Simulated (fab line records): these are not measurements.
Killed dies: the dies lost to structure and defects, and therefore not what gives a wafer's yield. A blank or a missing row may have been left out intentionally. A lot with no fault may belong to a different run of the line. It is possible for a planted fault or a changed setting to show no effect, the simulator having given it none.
Comparing a struck lot with a sound one / flow n5_finfet / 39 steps out of a route of 1938
Sound: wafers L512.1, L512.3, L512.5. Wafers struck: L510.2, L510.5, L510.6. The cause is given at the end.
Per side, at each step with rows, come the tool, then ch with its chambers, and then its first start. Under that, the readings that differ: sound wafers / struck wafers / difference of the means / sigmas: that difference in standard deviations of wafers without a fault.
alike: a reading whose means differ by less than 2 such deviations, as well as words and numbers matching on both sides. not compared: withheld readings; readings where some wafer has no value; bounds like >300 that might hide an equal value; numbers whose values overlap and for which the record gives no deviation.
The two part at a step that has a row with sigmas, a row that says differs or no value, or rows on one side only. Non-overlapping numbers with no deviation appear without sigmas and do not part them. A reading that every wafer of one side lacks parts them only if that side has two wafers or more.

first, 9 steps without rows for these wafers: N5_BEOL_M4_ANNEAL_95 (time 240 s); N5_BEOL_M4_SPUTTER_96 (material Cu, target thk 4.5 nm, time 8.29 s); N5_BEOL_M4_ECD_50 (material Cu, target thk 300 nm); N5_BEOL_M4_ANNEAL_51 (time 90 s); N5_BEOL_M4_CMP_52 (polishes, stops on SiOC, t overpolish 6.8 s, target thk 40 nm); N5_BEOL_M4_PRE_CLEAN_60 (time 15 s); N5_BEOL_M4_CO_CAP_55 (material Co, precursor CCTBA/H2, target thk 2 nm, time 102.1 s); N5_BEOL_M4_PRE_CLEAN_56 (time 15 s); N5_BEOL_M4_DEP_57 (deposits SiCN from 3MS/NH3, target thk 8 nm, time 14 s).
N5_BEOL_M4_RC_MEAS_101:
  sound on prober-01 ch 0, day 12 12:52; struck on prober-02 ch 0, day 12 06:08
  alike: DIBL_N, DIBL_P, IOFF_N, IOFF_P, ION_N, ION_P, SS_N, SS_P, VT_N, VT_P
then, 24 steps without rows for these wafers: N5_BEOL_M5_ILD_DEP_00 (deposits SiCOH lowk from DEMS/porogen, target thk 140.64 nm, time 25.9 s); N5_BEOL_M5_CURE_79 (cures SiCOH lowk, time 240 s); N5_BEOL_M5_PECVD_70 (deposits SiO2 from TEOS/O2, target thk 16 nm, time 18 s); N5_BEOL_M5_HM_DEP_02 (deposits TiN, target thk 20 nm); N5_BEOL_M5_COAT_59 (time 60 s, resist thk 60 nm); N5_BEOL_M5_COAT_60 (time 60 s, resist thk 12 nm); N5_BEOL_M5_COAT_71 (time 60 s, resist thk 5 nm); N5_BEOL_M5_COAT_05 (resist thk 30 nm); N5_BEOL_M5_EBR_07; N5_BEOL_M5_SOFTBAKE_06 (time 60 s); N5_BEOL_M5_EXPOSE_08 (exposes mask M5, target cd 28 nm); N5_BEOL_M5_PEB_09 (peb time 60 s); N5_BEOL_M5_DEVELOP_10 (develop time 30 s); N5_BEOL_M5_DESCUM_16 (chemistry O2, time 7 s); N5_BEOL_M5_ETCH_72 (etches underlayer in N2/H2, target depth 6.5 nm, time 5.2 s); N5_BEOL_M5_ETCH_61 (etches SiARC in CF4, target depth 15.6 nm, time 26 s); N5_BEOL_M5_ETCH_62 (etches SOC in N2/H2, target depth 75 nm, overetch 15 nm, time 112.5 s); N5_BEOL_M5_STRIP_63 (strips in N2/H2); N5_BEOL_M5_STRIP_73 (strips in N2/H2); N5_BEOL_M5_STRIP_64 (strips in CF4); N5_BEOL_M5_HM_OPEN_17 (chemistry Cl2/BCl3, target TiN, target depth 20 nm, overetch 6 nm); N5_BEOL_M5_STRIP_19 (strips in O2); N5_BEOL_M5_COAT_65 (time 60 s, resist thk 60 nm); N5_BEOL_M5_COAT_66 (time 60 s, resist thk 12 nm).
-- the record jumps here: 3 days lie between the struck wafers' starts before and after (it left off in module BEOL_M5 and takes up again in module BEOL_M13, whose first step shown is number 1710 of the route) --
N5_BEOL_M13_CMP_49: polishes, stops on SiOC, t overpolish 17.1 s, target thk 420 nm.
  sound on cmp-02 ch 0,1,3, day 15 17:19; struck on cmp-02 ch 0,3, day 15 08:20
  no value came back on the struck wafers for any of 7 readings (barrier_field_endpoint_s (s), clearing_platen_down_force_psi (psi) and others); on the sound wafers barrier_field_endpoint_s (s) reads 30.3 29.7 30.6
reading=model.Cu_of_BEOL_M13_ECD_47.thk_nm (nm); sound=424.8 416.6 414.8; struck=946.8 958.6 955.8; difference=+535.0; sigmas=
N5_BEOL_M13_THK_MEAS_50: measures by xrf.
  struck on film_metro-01, day 15 08:36; sound on film_metro-01, day 15 17:37
reading=M13_THK (nm); sound=429 420 421; struck=945 959 952; difference=+529; sigmas=+76
N5_BEOL_M13_RS_MEAS_54: uses a four-point probe to measure.
  struck on film_metro-02, day 15 08:44; sound on film_metro-01, day 15 17:44
reading=M13_RS (ohm/sq); sound=0.0444 0.0452 0.0455; struck=0.0179 0.0178 0.0178; difference=-0.0272; sigmas=-42
N5_BEOL_M13_INSPECT_55: inspects for defects (darkfield).
  struck on defect_inspect-02, day 15 08:45; sound on defect_inspect-01, day 15 17:46
reading=raw_defect_count; sound=55 54 62; struck=3103 3256 3075; difference=+3088; sigmas=+99 or more
N5_PASSIVATION_PROBE_49:
  struck on prober-02, day 16 16:08; sound on prober-01, day 16 21:23
reading=defect_limited_yield (%); sound=90.9 90.4 90.7; struck=0 0 0; difference=-91; sigmas=-65
reading=killed_at_M4_up; sound=15 18 7; struck=1077 1103 1111; difference=+1084; sigmas=+99 or more
reading=killed_at_front_end; sound=56 61 67; struck=42 22 23; difference=-32; sigmas=-3
reading=killed_dies; sound=107 113 110; struck=1180 1180 1180; difference=+1070; sigmas=+63
reading=killed_on_rim; sound=19 15 18; struck=152 152 152; difference=+135; sigmas=+34
reading=sort_n_pass; sound=1073 1067 1070; struck=0 0 0; difference=-1070; sigmas=-63
reading=sort_yield_pct (%); sound=90.9 90.4 90.7; struck=0 0 0; difference=-91; sigmas=-65
  alike: killed_at_M0_to_M3, killed_at_contacts, killed_at_other, killed_open, killed_short, sort_bin_5_function, sort_bin_6_memory

== WHERE THEY PART ==
First at N5_BEOL_M13_CMP_49; last, within this record, at N5_PASSIVATION_PROBE_49.

WHY: the cause the simulator had injected
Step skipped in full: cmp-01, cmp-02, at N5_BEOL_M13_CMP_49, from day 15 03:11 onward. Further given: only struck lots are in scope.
